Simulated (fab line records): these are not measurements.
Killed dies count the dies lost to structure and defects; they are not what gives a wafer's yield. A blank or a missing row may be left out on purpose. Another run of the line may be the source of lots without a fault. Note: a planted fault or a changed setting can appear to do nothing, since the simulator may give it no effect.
Struck lot and sound lot, side by side + flow n5-finfet + 41 out of 1938 route steps
Sound: these wafers, L490.2, L490.3, L490.6. Struck: wafer L502.6. (L502.4, L502.5 of the same lot were not struck and are left out.) The cause comes at the end.
Order at every step that has rows: each side's tool, ch and its chambers, its first start. Under that, the readings that differ: sound wafers + struck wafers + difference of the means + sigmas: that difference in standard deviations of wafers without a fault.
alike: readings with means less than 2 such deviations apart, plus words and numbers identical on both sides. not compared: withheld readings, readings lacking a value on some wafer, bounds such as >300 that could conceal the same value, and numbers that have no deviation in the record and whose values overlap.
A row with sigmas, a row that says differs or no value, or rows on one side alone: a step with any of these is where the two part. Numbers that have no deviation but don't overlap get no sigmas and don't part them. Lack of a reading on every wafer of one side parts them only where that side has two or more wafers.

N5_BEOL_M3_SPUTTER_48: material Cu, target thk 4.5 nm, time 8.29 s.
  sound: pvd-sputter-03 at day 7 16:46; struck: pvd-sputter-03 at day 11 00:15
  alike: throttle-valve-pct
then, 5 steps without rows for these wafers: N5_BEOL_M3_ANNEAL_49 (time 240 s); N5_BEOL_M3_SPUTTER_79 (material Cu, target thk 4.5 nm, time 8.29 s); N5_BEOL_M3_ANNEAL_80 (time 240 s); N5_BEOL_M3_SPUTTER_81 (material Cu, target thk 4.5 nm, time 8.29 s); N5_BEOL_M3_ANNEAL_82 (time 240 s).
N5_BEOL_M3_SPUTTER_86: material Cu, target thk 4.5 nm, time 8.29 s.
  sound: pvd-sputter-03 at day 7 17:25; struck: pvd-sputter-03 at day 11 00:55
  alike: throttle-valve-pct
N5_BEOL_M3_ANNEAL_87: time 240 s.
  sound: pvd-sputter-03 at day 7 17:30; struck: pvd-sputter-03 at day 11 00:59
  alike: heater-power-w
then, 4 steps without rows for these wafers: N5_BEOL_M3_SPUTTER_88 (material Cu, target thk 4.5 nm, time 8.29 s); N5_BEOL_M3_ANNEAL_89 (time 240 s); N5_BEOL_M3_SPUTTER_90 (material Cu, target thk 4.5 nm, time 8.29 s); N5_BEOL_M3_ANNEAL_91 (time 240 s).
N5_BEOL_M3_SPUTTER_92: material Cu, target thk 4.5 nm, time 8.29 s.
  sound: pvd-sputter-03 at day 7 18:05; struck: pvd-sputter-03 at day 11 01:34
  alike: throttle-valve-pct
N5_BEOL_M3_ANNEAL_93: time 240 s.
  sound: pvd-sputter-03 at day 7 18:10; struck: pvd-sputter-03 at day 11 01:39
  alike: heater-power-w
then, 5 steps without rows for these wafers: N5_BEOL_M3_SPUTTER_94 (material Cu, target thk 4.5 nm, time 8.29 s); N5_BEOL_M3_ANNEAL_95 (time 240 s); N5_BEOL_M3_SPUTTER_96 (material Cu, target thk 4.5 nm, time 8.29 s); N5_BEOL_M3_ECD_50 (material Cu, target thk 300 nm); N5_BEOL_M3_ANNEAL_51 (time 90 s).
N5_BEOL_M3_CMP_52: polishes, stops on SiOC, t overpolish 6.8 s, target thk 40 nm.
  sound on cmp-03 ch 0,1,3, day 7 19:07; struck on cmp-04 ch 0, day 11 02:55
  alike: barrier-field-endpoint-s, motor-current-A, overpolish-run-s, platen-rpm, time-to-endpoint-s
then, 4 steps without rows for these wafers: N5_BEOL_M3_PRE_CLEAN_60 (time 15 s); N5_BEOL_M3_CO_CAP_55 (material Co, precursor CCTBA/H2, target thk 2 nm, time 102.1 s); N5_BEOL_M3_PRE_CLEAN_56 (time 15 s); N5_BEOL_M3_DEP_57 (deposits SiCN from 3MS/NH3, target thk 8 nm, time 14 s).
N5_BEOL_M3_RS_MEAS_58: a four-point-probe measurement.
  sound: film-metro-01 at day 7 19:35; struck: film-metro-01 at day 11 03:26
  alike: M3_RS
then, 1 step without rows for these wafers: N5_BEOL_M4_ILD_DEP_00 (deposits SiOC from DEMS/O2, target thk 79 nm, time 15.3 s).
N5_BEOL_M4_THK_MEAS_01:
  sound: film-metro-01 at day 7 19:43; struck: film-metro-01 at day 11 03:34
  alike: M4_ILD_THK
then, 11 steps without rows for these wafers: N5_BEOL_M4_PECVD_72 (deposits SiO2 from TEOS/O2, target thk 16 nm, time 18 s); N5_BEOL_M4_HM_DEP_02 (deposits TiN, target thk 20 nm); N5_BEOL_M4_COAT_61 (time 60 s, resist thk 60 nm); N5_BEOL_M4_COAT_62 (time 60 s, resist thk 12 nm); N5_BEOL_M4_COAT_73 (time 60 s, resist thk 5 nm); N5_BEOL_M4_COAT_05 (resist thk 30 nm); N5_BEOL_M4_EBR_07; N5_BEOL_M4_SOFTBAKE_06 (time 60 s); N5_BEOL_M4_EXPOSE_08 (exposes mask M4); N5_BEOL_M4_PEB_09 (peb time 60 s); N5_BEOL_M4_DEVELOP_10 (develop time 30 s).
N5_BEOL_M4_CD_MEAS_11: the cd target is 16.79 nm.
  sound on cd-sem-03 ch 0, day 7 22:17; struck on cd-sem-01 ch 0, day 11 05:02
  alike: cd-nm
N5_BEOL_M4_OVL_MEAS_12:
  sound on overlay-02 ch 0, day 7 22:19; struck on overlay-01 ch 0, day 11 05:05
  alike: M4_OVL
-- record jumps: 5 days separate the struck wafers' starts on either side; left off in module BEOL_M4, taken up again in module PASSIVATION, whose first shown step is the route's number 1936 --
N5_PASSIVATION_PROBE_49:
  rows exist in the record for the struck wafers here (prober-01, day 16 02:20), but not for the sound ones

WHERE THEY PART
N5_PASSIVATION_PROBE_49 only, going by this record.

WHY: the cause the simulator had injected
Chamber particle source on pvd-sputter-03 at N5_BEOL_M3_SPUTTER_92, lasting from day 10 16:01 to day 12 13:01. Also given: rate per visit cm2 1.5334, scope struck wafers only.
